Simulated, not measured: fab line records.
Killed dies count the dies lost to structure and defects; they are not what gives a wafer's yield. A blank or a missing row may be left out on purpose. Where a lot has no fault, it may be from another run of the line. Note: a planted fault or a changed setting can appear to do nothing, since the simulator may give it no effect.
Matching of chambers    flow nand-harc    4 sister chambers for NHARC_A_STAIRCASE_ETCH_253 on rie-diel-11
The step etches the open film in C4F8/O2, target depth 50 nm, time 20.2 s. 24 wafers are shown with their chamber, then 12 later ones without.

== WAFERS, EACH WITH ITS CHAMBER ==
wafer   chamber  rf-vpp-V (V)  oes-product-au (a.u.)
L074.1  0        904           0.927
L074.4  2        904           0.941
L074.6  0        904           0.921
L075.1  3        900           0.950
L075.2  1        890           0.977
L075.4  2        904           0.977
L079.3  3        900           0.976
L079.5  2        906           0.982
L079.6  1        889           0.977
L077.3  1        889           0.928
L077.5  0        905           0.912
L077.6  3        898           0.921
L081.2  1        889           0.970
L081.3  0        905           0.969
L081.5  2        905           0.963
L080.1  0        904           0.940
L080.3  3        900           0.957
L080.5  1        888           0.942
L083.2  3        899           0.931
L083.4  2        904           0.905
L083.6  0        905           0.914
L085.4  3        901           0.953
L085.5  0        905           0.947
L085.6  1        888           0.960

SIGNATURES (averages over the wafers above)
reading         chamber 0  chamber 1  chamber 2  chamber 3  scatter within a chamber
rf-vpp-V        904.57     888.83     904.60     899.67     0.809
oes-product-au  0.93286    0.95900    0.95360    0.94800    0.0228
Rule: a wafer's distance from a chamber is the root of the sum, over the readings, of the square of ((its reading less the chamber's mean) divided by the reading's scatter). The wafer belongs to the nearest chamber; if the next one is less than 2 further off, it can't be placed. How the scatter is found: for the shown wafers, subtract from each reading the mean of its chamber, square and add these, divide the total by (wafers less chambers), then take the root.

== WAFERS WITHOUT THEIR CHAMBER ==
wafer   rf-vpp-V (V)  oes-product-au (a.u.)
L086.2  906           0.959
L086.4  904           0.941
L086.6  891           0.966
L088.1  904           0.954
L088.5  906           0.940
L088.6  899           0.980
L092.3  905           0.916
L092.4  903           0.912
L092.5  890           0.931
L093.2  905           0.946
L093.3  898           0.992
L093.5  904           0.966

== WHICH CHAMBER EACH WENT THROUGH ==
wafer   from the rows above      in truth
L086.2  can't be placed: 2 or 0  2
L086.4  can't be placed: 0 or 2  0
L086.6  1                        1
L088.1  can't be placed: 2 or 0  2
L088.5  can't be placed: 0 or 2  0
L088.6  3                        3
L092.3  can't be placed: 0 or 2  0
L092.4  can't be placed: 0 or 2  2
L092.5  1                        1
L093.2  can't be placed: 2 or 0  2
L093.3  3                        3
L093.5  can't be placed: 2 or 0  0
Correctly placed: 4 of 12. These rows do not allow placing 8 (true chamber among the candidates in 8). Placed wrongly: 0.
